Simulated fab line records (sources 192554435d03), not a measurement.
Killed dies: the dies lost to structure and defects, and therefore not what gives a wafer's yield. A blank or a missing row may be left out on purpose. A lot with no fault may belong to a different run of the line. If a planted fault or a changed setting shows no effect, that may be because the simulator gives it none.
fab line records | flow n5Finfet | part 2 of 2: steps 22 to 30 of 30
[record] lots = 5 | wafers = 15 | lastDay = 18
route steps=1938 shown BEOL_M12@1636 BEOL_M13@1659
lots that met no fault: from a run of the same line without faults
startH: start of the lot's first displayed wafer, in hours after the record's first day | waitH: hours from the lot's prior step to this one | " unchanged from the row above | L1.1+2: a single row standing in for several wafers | - no value, or no start given | * or withheld: withheld | < > ~ a bound
route shown NAME@n: names a module that has steps shown in the file, with the first one's number in the route | usual: mean and standard deviation over wafers with no fault | same: alike in all rows | chamber/n: place in a boat | sites: per-site readings | _std_site: standard deviation of those values | _edge_site: inner sites' mean taken away from outer sites' mean | radiusMm: how far each site lies from the wafer's centre | mask NAME#n: copy n | behind: the last tool/chamber to shape the wafer | hold: cause of the lot's hold/its duration in hours/its outcome | device: whichever transistor did not switch (one of n, p or np) | end of line: the tests these same wafers got at the end of their route | a step without rows: its recipe alone | killed: not the wafer's yield, but the dies lost to structure and defects at the first sort | map: shows each die of a wafer: x if killed, . if not, _ if none is there
set.NAME: the run value of the setting; set.NAME@STEP: its run value at that earlier step | model.NAME: the simulator's own value behind a step, which no gauge read
lots at selected steps of the route; one table per step, one row per wafer
services: when a tool's chamber went out of use (startH, in hours from the record's first day, below 0 if earlier), for how many hours, and the reason
[[steps]]
[step N5_BEOL_M12_RS_MEAS_54]
[recipe] thkMeasGauge = four-point-probe | reads = Cu_of_BEOL_M12_ECD_47+Ta_of_BEOL_M12_SPUTTER_44+TaN_of_BEOL_M12_SPUTTER_43
[usual] M12_RS = 0.0593/0.001
lot.wafer | tool         | chamber | startH | waitH | M12_RS[ohm/sq]
L074.2    | filmMetro-02 | -       | 254.04 | 0.0   | 0.0579
L074.4    | "            | -       | "      | "     | 0.0584
L074.6    | "            | -       | "      | "     | 0.0596
L076.2    | filmMetro-02 | -       | 275.36 | 0.0   | 0.0591
L076.4    | "            | -       | "      | "     | 0.0587
L076.5    | "            | -       | "      | "     | 0.0590
L082.1    | filmMetro-02 | -       | 303.71 | 0.1   | 0.0591
L082.3    | "            | -       | "      | "     | 0.0595
L082.5    | "            | -       | "      | "     | 0.0585
L083.1    | filmMetro-01 | -       | 308.90 | 0.0   | 0.0611
L083.3    | "            | -       | "      | "     | 0.0576
L083.6    | "            | -       | "      | "     | 0.0578
L097.2    | filmMetro-01 | -       | 396.47 | 0.0   | 0.0590
L097.3    | "            | -       | "      | "     | 0.0585
L097.6    | "            | -       | "      | "     | 0.0592
[step N5_BEOL_M12_INSPECT_55]
[recipe] inspectInstrument = darkfield | mode = postDep
[usual] rawDefectCount = 70/21
lot.wafer | tool             | chamber | startH | waitH | rawDefectCount
L074.2    | defectInspect-01 | -       | 254.07 | 0.0   | 70
L074.4    | "                | -       | "      | "     | 37
L074.6    | "                | -       | "      | "     | 41
L076.2    | defectInspect-02 | -       | 275.39 | 0.0   | 61
L076.4    | "                | -       | "      | "     | 47
L076.5    | "                | -       | "      | "     | 52
L082.1    | defectInspect-02 | -       | 303.73 | 0.0   | 47
L082.3    | "                | -       | "      | "     | 50
L082.5    | "                | -       | "      | "     | 51
L083.1    | defectInspect-02 | -       | 308.92 | 0.0   | 50
L083.3    | "                | -       | "      | "     | 98
L083.6    | "                | -       | "      | "     | 63
L097.2    | defectInspect-02 | -       | 396.50 | 0.0   | 54
L097.3    | "                | -       | "      | "     | 126
L097.6    | "                | -       | "      | "     | 121
[step N5_BEOL_M13_ILD_DEP_00]
[recipe] material = SiOC | targetThkA = 8379.2 | tempC = 350 | precursor = DEMS/O2 | pressureTorr = 5 | rfW = 500 | timeS = 166.4
[usual] heaterPowerW = 502/65 | showerheadPlenumPTorr = 5.690/0.015 | showerheadVppV = 1377/68 | throttleValvePct = 11.5/0.61
lot.wafer | tool     | chamber | startH | waitH | heaterPowerW | showerheadPlenumPTorr | showerheadVppV | throttleValvePct
L074.2    | pecvd-01 | 0       | 254.10 | 0.0   | 576          | 5.696                 | 1506           | 11.5
L074.4    | "        | 0       | "      | "     | 609          | 5.684                 | 1529           | 11.1
L074.6    | "        | 1       | "      | "     | 515          | 5.674                 | 1327           | 12.7
L076.2    | pecvd-04 | 0       | 275.43 | 0.0   | 500          | 5.680                 | 1286           | 11.2
L076.4    | "        | 2       | "      | "     | 366          | 5.705                 | 1384           | 11.5
L076.5    | "        | 0       | "      | "     | 542          | 5.666                 | 1291           | 11.5
L082.1    | pecvd-01 | 2       | 303.77 | 0.0   | 463          | 5.693                 | 1348           | 10.7
L082.3    | "        | 1       | "      | "     | 498          | 5.692                 | 1377           | 12.7
L082.5    | "        | 1       | "      | "     | 401          | 5.674                 | 1314           | 12.7
L083.1    | pecvd-04 | 0       | 308.96 | 0.0   | 472          | 5.672                 | 1301           | 11.4
L083.3    | "        | 1       | "      | "     | 474          | 5.702                 | 1340           | 11.0
L083.6    | "        | 2       | "      | "     | 453          | 5.693                 | 1395           | 11.2
L097.2    | pecvd-04 | 0       | 396.54 | 0.0   | 583          | 5.689                 | 1307           | 11.2
L097.3    | "        | 1       | "      | "     | 503          | 5.712                 | 1349           | 11.4
L097.6    | "        | 1       | "      | "     | 533          | 5.715                 | 1346           | 11.2
[step N5_BEOL_M13_THK_MEAS_01]
[recipe] reads = SiOC_of_BEOL_M13_ILD_DEP_00
[usual] M13_ILD_THK = 837/15
lot.wafer | tool         | chamber | startH | waitH | M13_ILD_THK[nm]
L074.2    | filmMetro-01 | -       | 254.26 | 0.1   | 804
L074.4    | "            | -       | "      | "     | 818
L074.6    | "            | -       | "      | "     | 846
L076.2    | filmMetro-02 | -       | 275.58 | 0.1   | 819
L076.4    | "            | -       | "      | "     | 856
L076.5    | "            | -       | "      | "     | 830
L082.1    | filmMetro-01 | -       | 303.92 | 0.1   | 835
L082.3    | "            | -       | "      | "     | 843
L082.5    | "            | -       | "      | "     | 850
L083.1    | filmMetro-02 | -       | 309.11 | 0.1   | 821
L083.3    | "            | -       | "      | "     | 839
L083.6    | "            | -       | "      | "     | 843
L097.2    | filmMetro-02 | -       | 396.70 | 0.1   | 817
L097.3    | "            | -       | "      | "     | 837
L097.6    | "            | -       | "      | "     | 849
[step N5_BEOL_M13_COAT_58]
[recipe] resist = BARC | tempC = 205 | timeS = 60 | spinRpm = 1500 | resistThkNm = 89
[usual] resistLineTempC = 23.03/0.13 | spinSpeedRpm = 1499.9/1.1
lot.wafer | tool          | chamber | startH | waitH | resistLineTempC | spinSpeedRpm
L074.2    | lithoTrack-04 | 0       | 254.29 | 0.0   | 23.15           | 1499.7
L074.4    | "             | 0       | "      | "     | 23.29           | 1500.5
L074.6    | "             | 0       | "      | "     | 23.23           | 1499.9
L076.2    | lithoTrack-05 | 0       | 275.62 | 0.0   | 23.18           | 1500.3
L076.4    | "             | 0       | "      | "     | 23.13           | 1500.4
L076.5    | "             | 0       | "      | "     | 23.02           | 1500.1
L082.1    | lithoTrack-03 | 0       | 303.95 | 0.0   | 23.17           | 1498.8
L082.3    | "             | 0       | "      | "     | 23.09           | 1500.9
L082.5    | "             | 0       | "      | "     | 22.99           | 1498.7
L083.1    | lithoTrack-04 | 0       | 309.14 | 0.0   | 22.86           | 1498.1
L083.3    | "             | 0       | "      | "     | 22.96           | 1500.5
L083.6    | "             | 0       | "      | "     | 22.91           | 1499.7
L097.2    | lithoTrack-05 | 0       | 396.73 | 0.0   | 23.17           | 1499.7
L097.3    | "             | 0       | "      | "     | 23.16           | 1500.3
L097.6    | "             | 0       | "      | "     | 23.14           | 1501.8
[step N5_BEOL_M13_COAT_04]
[recipe] spinRpm = 1625 | resistThkNm = 400
[usual] resistLineTempC = 23.00/0.11 | spinSpeedRpm = 1625.0/1.2
lot.wafer | tool          | chamber | startH | waitH | resistLineTempC | spinSpeedRpm
L074.2    | lithoTrack-04 | 0       | -      | -     | 22.98           | 1625.8
L074.4    | "             | 0       | "      | "     | 22.91           | 1625.3
L074.6    | "             | 0       | "      | "     | 22.99           | 1624.8
L076.2    | lithoTrack-05 | 0       | -      | -     | 22.97           | 1623.2
L076.4    | "             | 0       | "      | "     | 23.00           | 1624.5
L076.5    | "             | 0       | "      | "     | 23.02           | 1625.4
L082.1    | lithoTrack-03 | 0       | -      | -     | 22.95           | 1624.8
L082.3    | "             | 0       | "      | "     | 22.93           | 1623.9
L082.5    | "             | 0       | "      | "     | 22.94           | 1622.6
L083.1    | lithoTrack-04 | 0       | -      | -     | 23.00           | 1624.3
L083.3    | "             | 0       | "      | "     | 23.04           | 1626.7
L083.6    | "             | 0       | "      | "     | 22.92           | 1626.4
L097.2    | lithoTrack-05 | 0       | -      | -     | 23.15           | 1625.3
L097.3    | "             | 0       | "      | "     | 22.94           | 1625.7
L097.6    | "             | 0       | "      | "     | 22.97           | 1624.9
[step N5_BEOL_M13_EBR_06]
[recipe] solvent = PGMEA | ebrWidthMm = 1.5
[usual] resistLineTempC = 23.00/0.11
lot.wafer | tool          | chamber | startH | waitH | resistLineTempC
L074.2    | lithoTrack-04 | 0       | -      | -     | 22.83
L074.4    | "             | 0       | "      | "     | 22.97
L074.6    | "             | 0       | "      | "     | 22.82
L076.2    | lithoTrack-05 | 0       | -      | -     | 22.93
L076.4    | "             | 0       | "      | "     | 22.97
L076.5    | "             | 0       | "      | "     | 22.89
L082.1    | lithoTrack-03 | 0       | -      | -     | 23.23
L082.3    | "             | 0       | "      | "     | 23.14
L082.5    | "             | 0       | "      | "     | 23.20
L083.1    | lithoTrack-04 | 0       | -      | -     | 23.10
L083.3    | "             | 0       | "      | "     | 23.08
L083.6    | "             | 0       | "      | "     | 23.11
L097.2    | lithoTrack-05 | 0       | -      | -     | 23.04
L097.3    | "             | 0       | "      | "     | 23.15
L097.6    | "             | 0       | "      | "     | 22.99
[step N5_BEOL_M13_SOFTBAKE_05]
[recipe] tempC = 130 | timeS = 60
[usual] resistLineTempC = 23.00/0.12
lot.wafer | tool          | chamber | startH | waitH | resistLineTempC
L074.2    | lithoTrack-04 | 0       | -      | -     | 22.97
L074.4    | "             | 0       | "      | "     | 22.88
L074.6    | "             | 0       | "      | "     | 23.00
L076.2    | lithoTrack-05 | 0       | -      | -     | 22.85
L076.4    | "             | 0       | "      | "     | 22.87
L076.5    | "             | 0       | "      | "     | 22.92
L082.1    | lithoTrack-03 | 0       | -      | -     | 22.86
L082.3    | "             | 0       | "      | "     | 22.85
L082.5    | "             | 0       | "      | "     | 22.98
L083.1    | lithoTrack-04 | 0       | -      | -     | 23.08
L083.3    | "             | 0       | "      | "     | 23.21
L083.6    | "             | 0       | "      | "     | 23.13
L097.2    | lithoTrack-05 | 0       | -      | -     | 23.14
L097.3    | "             | 0       | "      | "     | 23.03
L097.6    | "             | 0       | "      | "     | 22.83
[step N5_BEOL_M13_EXPOSE_07]
[recipe] maskId = V12 | na = 0.93 | sourceShape = conventional | sigmaOuter = 0.6 | polarization = unpolarized | attpsmPhaseDeg = 180 | doseMj = 24.8
[usual] focusOffsetNm = 0.0/0.5 | reticleTempC = 22.99/0.12
lot.wafer | tool          | chamber | startH | waitH | mask  | focusOffsetNm | reticleTempC
L074.2    | krfScanner-01 | 0       | 254.52 | -     | V12#0 | -0.2          | 22.93
L074.4    | "             | 0       | "      | "     | V12#0 | 0.5           | 22.92
L074.6    | "             | 0       | "      | "     | V12#0 | 0.6           | 23.08
L076.2    | krfScanner-01 | 0       | 275.72 | -     | V12#0 | 0.7           | 23.10
L076.4    | "             | 0       | "      | "     | V12#0 | 0.4           | 22.95
L076.5    | "             | 0       | "      | "     | V12#0 | 0.1           | 22.99
L082.1    | krfScanner-02 | 0       | 304.05 | -     | V12#0 | 0.1           | 22.86
L082.3    | "             | 0       | "      | "     | V12#0 | -0.1          | 23.03
L082.5    | "             | 0       | "      | "     | V12#0 | -0.4          | 23.07
L083.1    | krfScanner-02 | 0       | 309.24 | -     | V12#0 | -0.5          | 23.05
L083.3    | "             | 0       | "      | "     | V12#0 | -0.1          | 23.24
L083.6    | "             | 0       | "      | "     | V12#0 | -0.6          | 23.25
L097.2    | krfScanner-01 | 0       | 396.96 | -     | V12#0 | 0.1           | 23.15
L097.3    | "             | 0       | "      | "     | V12#0 | -0.2          | 23.05
L097.6    | "             | 0       | "      | "     | V12#0 | -0.4          | 22.97
[[services]]
tool          | chamber | startH | hours | kind
pecvd-01      | 1       | 234.87 | 10.4  | repair
pecvd-02      | -       | 240.78 | 1.8   | repair
rieDiel-03    | -       | 253.52 | 0.4   | repair
rieDiel-05    | 0       | 265.47 | 8.7   | repair
rieDiel-05    | 2       | 279.25 | 2.4   | repair
rieDiel-05    | 0       | 287.52 | 1.8   | repair
rieDiel-01    | 3       | 288.67 | 23.6  | repair
pvdSputter-02 | -       | 288.91 | 7.9   | repair
rieDiel-05    | 1       | 290.79 | 6.3   | repair
rieDiel-03    | 0       | 293.22 | 10.1  | repair
pecvd-02      | 2       | 301.11 | 4.4   | repair
ecdCu-01      | -       | 303.12 | 0.4   | repair
pvdSputter-02 | -       | 303.50 | 6.2   | repair
pecvd-02      | -       | 313.43 | 2.2   | repair
rieDiel-01    | 0       | 317.16 | 9.8   | repair
rieDiel-05    | 1       | 317.84 | 8.7   | repair
rieDiel-03    | 0       | 336.21 | 4.9   | repair
rieDiel-01    | -       | 349.21 | 14.6  | pm
rieDiel-03    | 3       | 359.58 | 7.1   | repair
rieDiel-01    | 0       | 372.32 | 7.8   | repair
pecvd-02      | -       | 376.41 | 2.8   | pm
rieDiel-03    | 0       | 390.45 | 5.0   | repair
rieDiel-01    | -       | 394.50 | 2.8   | pm
rieDiel-03    | -       | 396.96 | 2.8   | pm
